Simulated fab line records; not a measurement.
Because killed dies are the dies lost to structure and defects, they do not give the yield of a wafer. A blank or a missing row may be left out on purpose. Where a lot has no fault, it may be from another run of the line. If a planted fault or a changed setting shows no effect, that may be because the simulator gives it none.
fab line records	flow nand_harc
[record] lots = 13	wafers = 39	last_day = 34
route steps=1302 shown A_CHANNEL_HOLE_D2@596 A_CHANNEL_FILL_D2@628 END@1302
lots with no fault: from the same line, run without faults
start_h: the number of hours between the record's first day and the start of the first shown wafer of the lot	wait_h: hours since the lot's step before	" as in the row above	L1.1+2: a row that stands for several wafers	- no value, or no start given	* or withheld: withheld	< > ~ a bound
route shown NAME@n: NAME is a module with steps in the file, n the number in the route of the first one	usual: mean and standard deviation over wafers with no fault	same: alike in all rows	chamber/n: place in a boat	sites: the reading at each site	_std_site: standard deviation across them	_edge_site: the outer-site mean with the inner-site mean subtracted	radius_mm: how far each site lies from the wafer's centre	mask NAME#n: copy n	behind: the tool/chamber that last shaped the wafer	hold: reason for holding the lot/hours on hold/outcome of the hold	device: whichever transistor did not switch (one of n, p or np)	end of line: at the end of the route, the tests of the same wafers	where a step has no rows: the recipe by itself	killed: count of dies lost to structure and defects at first sort (not the wafer's yield)	map: per-die view of a wafer (x killed, . not killed, _ where there is no die)
set.NAME: the run value of the setting; set.NAME@STEP: its run value at that earlier step	model.NAME: the simulator's own value behind a step, which no gauge read
the route's steps for a sample of lots (tables are steps, rows are wafers)
services: from which hour (start_h, from the record's first day; less than 0 if before it) a tool's chamber was out of use, for how many hours, and why
[[steps]]
[step NHARC_A_CHANNEL_HOLE_D2_ETCH_24]
[recipe] bias_v = 5000	source_w = withheld	pressure_mtorr = 20	time_s = 906.2	ar_flow_sccm = 375	c4f8_flow_sccm = 93.8	o2_flow_sccm = 31.2	temp_c = -20	target_depth_a = 15000	chemistry = C4F8/O2/Ar
[usual] drypump_motor_current_A = 5.7/0.64	showerhead_plenum_p_Torr = 3.66/0.18	throttle_valve_pct = 32.235/0.0074
lot.wafer	tool	chamber	start_h	wait_h	drypump_motor_current_A	rf_hours_counter_h	showerhead_plenum_p_Torr	throttle_valve_pct
L199.2	har_etch-02	1	297.93	0.6	6.0	361	3.43	32.236
L199.6	"	0	"	"	6.6	-	3.61	32.244
L199.5	"	1	"	"	5.9	-	3.43	32.240
L200.1	har_etch-02	1	311.91	0.6	5.9	368	3.43	32.234
L200.2	"	0	"	"	6.6	368	3.61	32.231
L200.5	"	1	"	"	5.9	-	3.43	32.225
L205.2	har_etch-01	1	365.00	0.6	5.1	186	3.61	32.214
L205.1	"	0	"	"	5.0	186	3.52	32.235
L205.5	"	1	"	"	5.1	-	3.61	32.236
L207.2	har_etch-01	1	386.92	0.6	5.1	201	3.60	32.233
L207.3	"	0	"	"	5.0	-	3.51	32.237
L207.5	"	0	"	"	5.0	-	3.51	32.223
L210.2	har_etch-02	0	414.65	0.6	6.6	14	3.92	32.248
L210.1	"	1	"	"	6.0	14	3.92	32.230
L210.6	"	0	"	"	6.6	-	3.92	32.226
L213.1	har_etch-01	1	441.73	0.6	5.2	239	3.58	32.238
L213.3	"	0	"	"	5.0	-	3.49	32.225
L213.6	"	0	"	"	5.1	-	3.49	32.232
L215.1	har_etch-01	1	463.44	0.6	5.1	247	3.58	32.234
L215.3	"	1	"	"	5.1	-	3.58	32.237
L215.5	"	0	"	"	5.0	-	3.49	32.248
L216.1	har_etch-02	0	468.32	0.6	6.6	44	3.90	32.226
L216.3	"	0	"	"	6.6	-	3.90	32.223
L216.6	"	1	"	"	6.0	-	3.90	32.236
L217.3	har_etch-02	0	479.08	0.6	6.6	-	3.90	32.231
L217.4	"	1	"	"	5.9	-	3.90	32.234
L217.6	"	1	"	"	5.9	-	3.90	32.237
L218.1	har_etch-01	1	481.12	0.6	5.2	262	3.57	32.215
L218.4	"	1	"	"	5.1	-	3.57	32.244
L218.6	"	1	"	"	5.1	-	3.57	32.229
L219.1	har_etch-01	1	513.30	0.6	5.1	278	3.56	32.232
L219.3	"	0	"	"	5.1	-	3.47	32.229
L219.4	"	1	"	"	5.1	-	3.56	32.238
L220.1	har_etch-02	1	513.63	0.6	5.9	71	3.89	32.234
L220.4	"	1	"	"	5.9	-	3.89	32.233
L220.5	"	0	"	"	6.6	-	3.89	32.244
L222.2	har_etch-01	0	529.05	0.6	5.0	285	3.47	32.248
L222.4	"	0	"	"	5.0	-	3.47	32.241
L222.5	"	0	"	"	5.0	-	3.47	32.240
[step NHARC_A_CHANNEL_HOLE_D2_ETCH_26]
[recipe] bias_v = 300	source_w = 2000	pressure_mtorr = 30	time_s = 224.1	ar_flow_sccm = 375	c4f8_flow_sccm = 11.4	o2_flow_sccm = 113.6	temp_c = -20	target_depth_a = 3000	chemistry = C4F8/O2/Ar
[usual] drypump_motor_current_A = 5.7/0.63	showerhead_plenum_p_Torr = 3.71/0.19	throttle_valve_pct = 24.582/0.01
lot.wafer	tool	chamber	start_h	wait_h	drypump_motor_current_A	rf_hours_counter_h	showerhead_plenum_p_Torr	throttle_valve_pct
L199.2	har_etch-02	1	299.49	0.6	5.9	362	3.46	24.570
L199.6	"	0	"	"	6.6	-	3.66	24.559
L199.5	"	1	"	"	5.9	-	3.46	24.587
L200.1	har_etch-02	1	313.56	0.7	5.9	370	3.46	24.608
L200.2	"	0	"	"	6.6	370	3.66	24.581
L200.5	"	1	"	"	5.9	-	3.46	24.579
L205.2	har_etch-01	1	366.65	0.7	5.1	187	3.66	24.576
L205.1	"	0	"	"	5.0	187	3.56	24.578
L205.5	"	1	"	"	5.1	-	3.66	24.578
L207.2	har_etch-01	1	388.59	0.7	5.1	203	3.65	24.577
L207.3	"	0	"	"	5.0	-	3.55	24.584
L207.5	"	0	"	"	5.0	-	3.55	24.555
L210.2	har_etch-02	0	416.28	0.7	6.6	15	3.98	24.601
L210.1	"	1	"	"	5.9	15	3.98	24.573
L210.6	"	0	"	"	6.6	-	3.98	24.577
L213.1	har_etch-01	1	443.30	0.6	5.1	241	3.63	24.597
L213.3	"	0	"	"	5.1	-	3.53	24.590
L213.6	"	0	"	"	5.1	-	3.53	24.591
L215.1	har_etch-01	1	465.10	0.7	5.1	249	3.62	24.580
L215.3	"	1	"	"	5.1	-	3.62	24.561
L215.5	"	0	"	"	5.1	-	3.53	24.601
L216.1	har_etch-02	0	469.99	0.7	6.6	46	3.96	24.565
L216.3	"	0	"	"	6.6	-	3.96	24.585
L216.6	"	1	"	"	5.9	-	3.96	24.584
L217.3	har_etch-02	0	480.53	0.5	6.6	-	3.96	24.577
L217.4	"	1	"	"	6.0	-	3.96	24.589
L217.6	"	1	"	"	5.9	-	3.96	24.574
L218.1	har_etch-01	1	482.65	0.6	5.1	264	3.61	24.604
L218.4	"	1	"	"	5.1	-	3.61	24.571
L218.6	"	1	"	"	5.1	-	3.61	24.572
L219.1	har_etch-01	1	514.86	0.6	5.1	279	3.60	24.575
L219.3	"	0	"	"	5.0	-	3.51	24.576
L219.4	"	1	"	"	5.1	-	3.60	24.573
L220.1	har_etch-02	1	515.29	0.7	5.9	72	3.95	24.594
L220.4	"	1	"	"	6.0	-	3.95	24.604
L220.5	"	0	"	"	6.6	-	3.95	24.582
L222.2	har_etch-01	0	530.58	0.6	5.1	287	3.51	24.580
L222.4	"	0	"	"	5.1	-	3.51	24.573
L222.5	"	0	"	"	5.1	-	3.51	24.580
[step NHARC_A_CHANNEL_FILL_D2_ETCHBACK_08]
[recipe] target_depth_a = 2200	time_s = 110	c4f8_flow_sccm = 20	ar_flow_sccm = withheld	rf_w = 600	bias_w = 300	chemistry = C4F8
[usual] oes_product_au = 0.96/0.036	rf_vpp_V = 441.0/2.9
lot.wafer	tool	chamber	start_h	wait_h	oes_product_au	rf_hours_counter_h	rf_vpp_V
L199.2	rie_diel-06	1	-	-	0.95	0	441.7
L199.6	"	0	"	"	0.94	-	437.7
L199.5	"	1	"	"	0.95	-	441.5
L200.1	rie_diel-05	2	-	-	0.93	4	444.7
L200.2	"	3	"	"	0.92	4	439.2
L200.5	"	1	"	"	0.93	-	441.5
L205.2	rie_diel-06	3	-	-	0.94	2	442.6
L205.1	"	1	"	"	0.92	2	441.8
L205.5	"	2	"	"	0.94	-	444.8
L207.3	rie_diel-06	2	-	-	0.93	2	444.3
L207.2	"	0	"	"	0.91	3	437.6
L207.5	"	3	"	"	0.92	-	441.7
L210.1	rie_diel-05	3	-	-	1.00	1	439.8
L210.2	"	0	"	"	0.99	1	439.1
L210.6	"	0	"	"	0.97	-	439.2
L213.1	rie_diel-12	3	-	-	1.01	5	440.3
L213.3	"	2	"	"	1.00	5	440.2
L213.6	"	0	"	"	0.99	-	436.8
L216.3	rie_diel-06	3	-	-	1.00	1	442.1
L216.1	"	0	"	"	1.00	0	437.4
L216.6	"	3	"	"	1.00	-	443.0
L215.3	rie_diel-05	0	-	-	0.99	2	438.1
L215.1	"	1	"	"	0.99	2	441.0
L215.5	"	3	"	"	1.01	-	439.4
L218.1	rie_diel-05	1	-	-	0.99	2	441.6
L218.6	"	2	"	"	1.00	-	444.4
L218.4	"	0	"	"	1.00	-	439.2
L217.3	rie_diel-12	3	-	-	1.00	12	441.1
L217.4	"	1	"	"	1.00	-	438.3
L217.6	"	0	"	"	1.01	-	437.4
L220.1	rie_diel-06	1	-	-	0.93	2	442.7
L220.4	"	3	"	"	0.93	2	440.4
L220.5	"	1	"	"	0.94	-	442.0
L219.1	rie_diel-12	0	-	-	0.91	19	437.2
L219.3	"	1	"	"	0.91	19	439.6
L219.4	"	3	"	"	0.93	18	439.1
L222.2	rie_diel-05	1	-	-	0.97	3	440.9
L222.4	"	3	"	"	1.00	3	438.3
L222.5	"	1	"	"	0.98	-	441.1
[step NHARC_A_CHANNEL_FILL_D2_RTA_24]
[recipe] temp_c = 1000	time_s = 5
[usual] lamp_power_pct = 31.4/1	wafer_temp_C_max = 1004.1/1
lot.wafer	tool	chamber	start_h	wait_h	lamp_power_pct	wafer_temp_C_max
L199.2	rtp_anneal-02	0	351.16	0.1	30.5	1004.1
L199.5	"	0	"	"	30.5	1003.2
L199.6	"	0	"	"	30.6	1003.5
L200.1	rtp_anneal-02	0	365.60	0.0	30.5	1003.1
L200.2	"	0	"	"	30.5	1002.9
L200.5	"	0	"	"	30.5	1003.5
L205.1	rtp_anneal-01	0	416.61	0.0	32.5	1005.0
L205.2	"	0	"	"	32.6	1005.8
L205.5	"	0	"	"	32.5	1005.4
L205.1	rtp_anneal-01	0	416.98	0.3	32.5	1005.9
L205.2	"	0	"	"	32.6	1004.7
L205.5	"	0	"	"	32.6	1003.5
L207.2	rtp_anneal-01	0	440.29	0.1	32.5	1004.6
L207.3	"	0	"	"	32.5	1005.7
L207.5	"	0	"	"	32.5	1006.3
L210.1	rtp_anneal-01	0	466.24	0.0	32.5	1004.8
L210.2	"	0	"	"	32.5	1003.4
L210.6	"	0	"	"	32.5	1004.2
L210.1	rtp_anneal-01	0	467.04	0.8	32.5	1005.1
L210.2	"	0	"	"	32.5	1003.1
L210.6	"	0	"	"	32.6	1005.2
L213.1	rtp_anneal-01	0	491.51	0.2	32.6	1003.4
L213.3	"	0	"	"	32.6	1003.5
L213.6	"	0	"	"	32.6	1005.1
L215.1	rtp_anneal-02	0	516.41	0.0	30.6	1003.1
L215.3	"	0	"	"	30.5	1004.5
L215.5	"	0	"	"	30.5	1004.5
L216.1	rtp_anneal-01	0	516.41	0.0	32.6	1004.4
L216.3	"	0	"	"	32.6	1003.8
L216.6	"	0	"	"	32.5	1005.7
L218.1	rtp_anneal-01	0	530.97	0.0	32.6	1005.5
L218.4	"	0	"	"	32.6	1006.9
L218.6	"	0	"	"	32.6	1004.1
L217.3	rtp_anneal-02	0	531.03	0.1	30.5	1003.2
L217.4	"	0	"	"	30.5	1003.5
L217.6	"	0	"	"	30.5	1003.4
L219.1	rtp_anneal-02	0	564.09	0.0	30.5	1002.9
L219.3	"	0	"	"	30.5	1003.8
L219.4	"	0	"	"	30.5	1003.2
L220.1	rtp_anneal-01	0	564.24	0.2	32.6	1004.8
L220.4	"	0	"	"	32.5	1005.2
L220.5	"	0	"	"	32.6	1008.3
L222.2	rtp_anneal-01	0	584.54	0.1	32.5	1004.6
L222.4	"	0	"	"	32.4	1004.0
L222.5	"	0	"	"	32.5	1004.0
[step NHARC_END_SORT_01]
[recipe] temp_c = 25
[usual] killed_at_array = 53/18	killed_at_other = 0.8/1.1	killed_at_periphery = 4.1/2.7	killed_dies = 58/18	killed_open = 3.1/1.7	killed_short = 2.7/1.7
[same] gross_dies = 677
lot.wafer	tool	chamber	start_h	wait_h	killed_at_array	killed_at_other	killed_at_periphery	killed_dies	killed_open	killed_short
L210.1	prober-01	0	701.50	2.5	37	1	4	42	2	0
L210.2	prober-01	0	702.30	2.8	44	1	3	48	2	1
L210.6	prober-01	0	705.47	4.0	51	0	3	54	4	3
// killed by level:class
L210.1 A_SLIT:chamber_film_flake=20 A_CHANNEL_HOLE_D1:chamber_film_flake=7 P_CONTACT:chamber_film_flake=3 A_SGD_CUT:chamber_film_flake=3 A_DECK1_JOINT:chamber_film_flake=2 A_WL_FILL:chamber_film_flake=2 P_GATE:geometric_particle:open=1 A_CONTACT:geometric_particle:open=1
L210.2 A_SLIT:chamber_film_flake=31 A_CHANNEL_HOLE_D1:chamber_film_flake=3 P_CONTACT:chamber_film_flake=2 A_WL_FILL:chamber_film_flake=2 A_CONTACT:chamber_film_flake=2 A_DECK1_JOINT:geometric_particle:short=1 A_WL_FILL:geometric_particle:open=1 A_M1:geometric_particle:open=1
L210.6 A_SLIT:chamber_film_flake=36 A_DECK1_JOINT:geometric_particle:short=2 P_CONTACT:chamber_film_flake=2 A_CHANNEL_HOLE_D1:chamber_film_flake=2 A_CONTACT:chamber_film_flake=2 P_M0:geometric_particle:short=1 A_SOURCE_PLATE:geometric_particle:open=1 A_CHANNEL_FILL_D1:geometric_particle:open=1
[[services]]
tool	chamber	start_h	hours	kind
har_etch-02	-	302.92	3.0	repair
rie_diel-06	3	303.54	1.3	repair
rie_diel-06	-	307.28	9.0	pm
rie_diel-05	2	335.30	4.3	repair
rie_diel-12	2	335.39	2.9	repair
rie_diel-12	2	338.56	23.1	repair
rtp_anneal-01	-	372.07	12.0	pm
har_etch-02	-	377.23	17.0	pm
har_etch-02	0	377.23	17.0	vent_cycle
har_etch-02	1	377.23	17.0	vent_cycle
rie_diel-12	3	379.32	9.3	repair
rie_diel-12	1	391.61	5.0	repair
rie_diel-05	-	399.15	0.1	repair
rie_diel-05	-	406.60	9.0	pm
rie_diel-05	1	423.01	7.5	repair
rie_diel-05	2	433.29	2.0	repair
rie_diel-12	-	446.21	9.0	pm
rie_diel-06	-	480.21	0.5	repair
rie_diel-06	-	484.28	9.0	pm
rie_diel-05	3	520.03	8.8	repair
rie_diel-06	-	522.59	0.5	repair
rie_diel-05	-	538.62	0.5	repair
rie_diel-06	0	568.33	4.0	repair
rie_diel-05	-	583.60	9.0	pm
[[key]]
[first_sign] step = NHARC_A_CHANNEL_FILL_D2_RTA_24	reading = visit	direction = added
effect none on later readings
met_at NHARC_A_CHANNEL_FILL_D2_RTA_24
struck_lots L205,L210
rows_end L205.1,L205.2,L205.5
tester_left_out L210
[loop_trim] step = NHARC_A_CHANNEL_HOLE_D2_EXPOSE_07	setting = dose	lots = L205
not_acting_at NHARC_A_CHANNEL_HOLE_D2_ETCH_24,NHARC_A_CHANNEL_HOLE_D2_ETCH_26,NHARC_A_CHANNEL_FILL_D2_ETCHBACK_08
[fault] kind = repeated_step_whole	tool = rtp_anneal-01,rtp_anneal-02	chamber = -	onset_h = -	steps = NHARC_A_CHANNEL_FILL_D2_RTA_24	times = 1	scope = struck_lots_only
// tester_left_out: of these lots the tester's yield and bins aren't shown, on N5 and GAA mostly nor the transistor test; their killed dies are dies lost to structure and defects alone, not to doping, threshold or leakage, so they don't give the yield
// rows_end: these wafers met a further fault down the route, and their rows from its step on are left out
// loop_trim: a control loop set the setting to another value than it would have without faults
